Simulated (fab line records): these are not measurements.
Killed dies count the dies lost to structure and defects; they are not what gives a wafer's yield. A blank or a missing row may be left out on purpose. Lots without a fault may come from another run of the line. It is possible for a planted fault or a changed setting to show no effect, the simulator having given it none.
Matching of chambers | flow nandHarc | NHARC_A_CHANNEL_FILL_D2_ETCHBACK_20 on rieDiel-04 has 4 sister chambers
The step etches the open film in C4F8/O2/Ar, target depth 27 nm, time 13.5 s. 8 wafers are shown with their chamber, then 7 later ones without.

## WAFERS, EACH WITH ITS CHAMBER
wafer  | chamber | rfVppV (V) | oesProductAu (a.u.)
L080.3 | 0       | 982        | 0.977
L082.2 | 3       | 979        | 0.925
L082.4 | 0       | 982        | 0.925
L086.5 | 1       | 984        | 1.010
L087.3 | 3       | 978        | 1.003
L087.6 | 2       | 984        | 1.011
L088.2 | 2       | 982        | 1.012
L088.3 | 1       | 982        | 0.996

## WAFERS WHOSE CHAMBER IS MISSING
wafer  | rfVppV (V) | oesProductAu (a.u.)
L088.5 | 980        | 1.006
L091.2 | 980        | 1.001
L091.4 | 978        | 0.992
L091.6 | 980        | 0.995
L096.1 | 984        | 0.990
L096.3 | 977        | 0.996
L096.4 | 981        | 0.998

## WHICH CHAMBER EACH WENT THROUGH
wafer  | from the rows above               | in truth
L088.5 | can't be placed: 3 or 0 or 1 or 2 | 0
L091.2 | can't be placed: 3 or 0 or 1 or 2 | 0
L091.4 | 3                                 | 3
L091.6 | can't be placed: 3 or 0 or 1 or 2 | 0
L096.1 | can't be placed: 1 or 2 or 0      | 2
L096.3 | 3                                 | 3
L096.4 | can't be placed: 0 or 1 or 2 or 3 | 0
Placed correctly: 2 of 7. Unplaceable from these rows: 5, with the true chamber sitting among the candidates in 5. Placed wrongly: 0.
How it was worked out, from the rows above alone: a wafer's distance from a chamber is the root of the sum, over the readings, of the square of ((its reading less the chamber's mean) divided by the reading's scatter). The wafer belongs to the nearest chamber; if the next one is less than 2 further off, it can't be placed. A chamber's mean is the mean of its shown wafers. The scatter: take each reading less its chamber's mean, square it, sum over the shown wafers, divide by the number of wafers less the number of chambers, and take the root.
